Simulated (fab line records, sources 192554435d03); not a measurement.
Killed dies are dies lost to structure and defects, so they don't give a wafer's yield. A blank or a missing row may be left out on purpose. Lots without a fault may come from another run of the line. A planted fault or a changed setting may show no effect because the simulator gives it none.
Chamber matching | flow n5_finfet | N5_HKMG_FIN_STRIP_34 on rie_diel-03: 4 sister chambers
The step strips in CF4. 16 wafers are shown with their chamber, then 8 later ones without.

WAFERS WITH THEIR CHAMBER
wafer  | chamber | showerhead_plenum_p_Torr (Torr) | drypump_motor_current_A (A) | oes_product_au (a.u.)
L074.1 | 3       | 1.86                            | 4.9                         | 0.73
L074.4 | 2       | 1.72                            | 5.3                         | 0.74
L074.6 | 2       | 1.72                            | 5.3                         | 0.74
L078.1 | 1       | 1.90                            | 6.4                         | 0.90
L078.4 | 3       | 1.86                            | 4.8                         | 0.73
L078.6 | 2       | 1.72                            | 5.3                         | 0.74
L080.2 | 1       | 1.90                            | 6.5                         | 0.88
L080.3 | 0       | 1.78                            | 5.5                         | 0.68
L080.6 | 1       | 1.90                            | 6.4                         | 0.88
L081.1 | 0       | 1.78                            | 5.5                         | 0.68
L081.4 | 1       | 1.90                            | 6.5                         | 0.89
L081.5 | 1       | 1.90                            | 6.5                         | 0.88
L086.1 | 1       | 1.89                            | 6.5                         | 0.86
L086.4 | 3       | 1.85                            | 4.8                         | 0.72
L086.5 | 1       | 1.89                            | 6.5                         | 0.87
L090.1 | 3       | 1.85                            | 4.8                         | 0.71

SIGNATURES (means of the wafers above)
reading                  | chamber 0 | chamber 1 | chamber 2 | chamber 3 | scatter within a chamber
showerhead_plenum_p_Torr | 1.7800    | 1.8971    | 1.7200    | 1.8550    | 0.0045
drypump_motor_current_A  | 5.500     | 6.471     | 5.300     | 4.825     | 0.0426
oes_product_au           | 0.6800    | 0.8800    | 0.7400    | 0.7225    | 0.0103
Rule: a wafer's distance from a chamber is the root of the sum, over the readings, of the square of ((its reading less the chamber's mean) divided by the reading's scatter). The wafer belongs to the nearest chamber; if the next one is less than 2 further off, it can't be placed. The scatter: the root of (the sum of the squares of (reading less its chamber's mean) over the shown wafers, divided by (wafers less chambers)).

WAFERS WITHOUT THEIR CHAMBER
wafer  | showerhead_plenum_p_Torr (Torr) | drypump_motor_current_A (A) | oes_product_au (a.u.)
L090.5 | 1.85                            | 4.8                         | 0.71
L090.6 | 1.71                            | 5.3                         | 0.72
L093.2 | 1.71                            | 5.3                         | 0.71
L093.3 | 1.77                            | 5.5                         | 0.97
L093.4 | 1.89                            | 6.5                         | 0.84
L096.2 | 1.77                            | 5.5                         | 0.94
L096.4 | 1.71                            | 5.3                         | 0.71
L096.6 | 1.77                            | 5.5                         | 0.95

WHICH CHAMBER EACH WENT THROUGH
wafer  | from the rows above | in truth
L090.5 | 3                   | 3
L090.6 | 2                   | 2
L093.2 | 2                   | 2
L093.3 | 2                   | 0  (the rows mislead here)
L093.4 | 1                   | 1
L096.2 | 2                   | 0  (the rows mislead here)
L096.4 | 2                   | 2
L096.6 | 2                   | 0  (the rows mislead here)
Placed correctly: 5 of 8. Can't be placed from these rows: 0. Placed wrongly: 3.
